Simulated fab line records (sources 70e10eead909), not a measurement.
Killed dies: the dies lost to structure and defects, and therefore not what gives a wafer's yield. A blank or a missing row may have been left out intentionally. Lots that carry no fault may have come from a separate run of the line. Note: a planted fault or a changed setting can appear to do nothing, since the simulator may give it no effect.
A lot that was struck, set against a sound lot || flow nand-harc || 31 out of 1302 route steps
Sound: wafers L486.3, L486.4, L486.6. Struck: wafers L492.3, L492.5, L492.6. The cause is named last.
For every step that has rows: the tool of each side, followed by ch and its chambers, followed by its first start. Under that, the readings that differ: sound wafers || struck wafers || difference of the means || sigmas: that difference in standard deviations of wafers without a fault.
alike: a reading whose means differ by less than 2 such deviations, as well as words and numbers matching on both sides. not compared: withheld readings; readings where some wafer has no value; bounds like >300 that might hide an equal value; numbers whose values overlap and for which the record gives no deviation.
The two part at a step that has a row with sigmas, a row that says differs or no value, or rows on one side only. Non-overlapping numbers with no deviation appear without sigmas and do not part them. A reading missing from all wafers of one side parts the sides only when that side holds two or more wafers.

first, 2 steps without rows for these wafers: NHARC_A_CHANNEL_HOLE_D1_PEB_08 (peb time 65 s); NHARC_A_CHANNEL_HOLE_D1_DEVELOP_09 (develop time 35 s).
NHARC_A_CHANNEL_HOLE_D1_CD_MEAS_10: target cd 100 nm.
  sound on cd-sem-03 ch 0, day 13 00:27; struck on cd-sem-03 ch 0, day 16 03:35
{"reading": "cd-nm (nm)", "sound": "100.0 99.4 99.4", "struck": "100.8 101.0 101.3", "difference": "+1.4", "sigmas": "+3"}
NHARC_A_CHANNEL_HOLE_D1_OVL_MEAS_11:
  sound: overlay-01 at day 13 00:32; struck: overlay-02 at day 16 03:40
{"reading": "overlay-x-nm (nm)", "sound": "-0.6 -0.9 -0.3", "struck": "-2.0 -2.2 -1.9", "difference": -1.4, "sigmas": -2}
  alike: overlay-y-nm
NHARC_A_CHANNEL_HOLE_D1_INSPECT_12:
  sound: defect-inspect-01 at day 13 00:34; struck: defect-inspect-02 at day 16 03:43
  alike: raw-defect-count
NHARC_A_CHANNEL_HOLE_D1_DESCUM_15: chemistry O2, time 3 s.
  sound on rie-diel-06 ch 0,2, day 13 00:38; struck on rie-diel-06 ch 2,3, day 16 03:46
  alike: chamber-pressure-mTorr, drypump-motor-current-A, oes-product-au, rf-vpp-V, showerhead-plenum-p-Torr, throttle-valve-pct
  not compared: rf-hours-counter-h
NHARC_A_CHANNEL_HOLE_D1_ETCH_38: etches the open film in CF4, target depth 39 nm, time 65 s.
  sound on rie-diel-06 ch 0,1, day 13 00:43; struck on rie-diel-06 ch 0,2,3, day 16 03:52
  alike: bias-w, chamber-pressure-mTorr, drypump-motor-current-A, oes-product-au, rf-vpp-V, showerhead-plenum-p-Torr, throttle-valve-pct
  not compared: rf-hours-counter-h
then, 1 step without rows for these wafers: NHARC_A_CHANNEL_HOLE_D1_ETCH_39 (etches the open film in N2/H2, target depth 260 nm, time 325 s).
NHARC_A_CHANNEL_HOLE_D1_ETCH_34: etches the open film in CF4/CHF3, target depth 154 nm, time 77 s.
  sound on rie-diel-06 ch 0,2,3; struck on rie-diel-06 ch 0,2,3
  alike: bias-w, chamber-pressure-mTorr, drypump-motor-current-A, oes-product-au, rf-vpp-V, showerhead-plenum-p-Torr, throttle-valve-pct
  not compared: rf-hours-counter-h
then, 1 step without rows for these wafers: NHARC_A_CHANNEL_HOLE_D1_ETCH_16 (etches the open film in O2/COS, target depth 3100 nm, time 806 s).
NHARC_A_CHANNEL_HOLE_D1_CD_MEAS_18:
  sound: cd-sem-03 at day 13 01:44; struck: cd-sem-01 at day 16 04:53
  alike: cd-nm
then, 1 step without rows for these wafers: NHARC_A_CHANNEL_HOLE_D1_ETCH_19 (etches the open film in C4F8/O2/Ar, time 34.5 s).
NHARC_A_CHANNEL_HOLE_D1_ETCH_20: etches the open film in C4F8/O2/Ar, time 361.9 s, target depth 1600 nm.
  sound on har-etch-02 ch 0,1, day 13 03:55; struck on har-etch-02 ch 0,1, day 16 07:29
  alike: chamber-pressure-mTorr, drypump-motor-current-A, oes-air-line-au, showerhead-plenum-p-Torr, throttle-valve-pct
  not compared: rf-hours-counter-h
then, 2 steps without rows for these wafers: NHARC_A_CHANNEL_HOLE_D1_ETCH_21 (etches the open film in C4F8/O2/Ar, time 514.3 s, target depth 1600 nm); NHARC_A_CHANNEL_HOLE_D1_ETCH_22 (etches the open film in C4F8/O2/Ar, time 666.7 s, target depth 1600 nm).
NHARC_A_CHANNEL_HOLE_D1_ETCH_23: etches the open film in C4F8/O2/Ar, time 819 s, target depth 1600 nm.
  sound on har-etch-02 ch 0,1, day 13 05:22; struck on har-etch-02 ch 0,1, day 16 08:56
  alike: chamber-pressure-mTorr, drypump-motor-current-A, oes-air-line-au, showerhead-plenum-p-Torr, throttle-valve-pct
  not compared: rf-hours-counter-h
NHARC_A_CHANNEL_HOLE_D1_ETCH_24: etches the open film in C4F8/O2/Ar, time 906.2 s, target depth 1500 nm.
  sound on har-etch-02 ch 0,1, day 13 06:06; struck on har-etch-02 ch 0,1, day 16 09:40
  alike: chamber-pressure-mTorr, drypump-motor-current-A, oes-air-line-au, showerhead-plenum-p-Torr, throttle-valve-pct
  not compared: rf-hours-counter-h
then, 10 steps without rows for these wafers: NHARC_A_CHANNEL_HOLE_D1_ETCH_25 (etches the open film in C4F8/O2/Ar, time 1040.2 s, target depth 1500 nm); NHARC_A_CHANNEL_HOLE_D1_ETCH_26 (etches the open film in C4F8/O2/Ar, time 224.1 s, target depth 300 nm); NHARC_A_CHANNEL_HOLE_D1_ETCH_33 (etches the open film in C4F8/O2/Ar, time 90 s, target depth 400 nm); NHARC_A_CHANNEL_HOLE_D1_STRIP_41 (strips in N2/H2); NHARC_A_CHANNEL_HOLE_D1_STRIP_42 (strips in CF4/CHF3); NHARC_A_CHANNEL_HOLE_D1_STRIP_43 (strips in O2/COS); NHARC_A_CHANNEL_HOLE_D1_ETCH_44 (etches the open film in CF4/O2, target depth 140 nm, overetch 14 nm, time 77 s); NHARC_A_CHANNEL_HOLE_D1_STRIP_27 (strips in O2); NHARC_A_CHANNEL_HOLE_D1_PRECLEAN_28 (cleans in SC1); NHARC_A_CHANNEL_HOLE_D1_SRD_29.
NHARC_A_CHANNEL_HOLE_D1_CD_MEAS_30:
  sound: cd-sem-01 at day 13 09:13; struck: cd-sem-03 at day 16 12:53
  alike: cd-nm
NHARC_A_CHANNEL_HOLE_D1_XSEM_31:
  sound on xsem-02 ch 0, day 13 09:19; struck on xsem-01 ch 0, day 16 12:59
{"reading": "bow-nm (nm)", "sound": "8.12 8.05 8.09", "struck": "13.70 13.74 13.72", "difference": "+5.63", "sigmas": "+21"}
  alike: bot-cd-nm, tilt-deg
NHARC_A_CHANNEL_HOLE_D1_INSPECT_40:
  sound: defect-inspect-01 at day 13 09:24; struck: defect-inspect-01 at day 16 13:04
  alike: raw-defect-count
next, for these wafers, 1 step has no rows: NHARC_END_SORT_01.

WHERE THEY PART
At NHARC_A_CHANNEL_HOLE_D1_CD_MEAS_10 first; at NHARC_A_CHANNEL_HOLE_D1_XSEM_31 last (within this record only). Later steps at which nothing parts them and some readings are alike: NHARC_A_CHANNEL_HOLE_D1_INSPECT_40.

WHY: whatever the simulator had introduced
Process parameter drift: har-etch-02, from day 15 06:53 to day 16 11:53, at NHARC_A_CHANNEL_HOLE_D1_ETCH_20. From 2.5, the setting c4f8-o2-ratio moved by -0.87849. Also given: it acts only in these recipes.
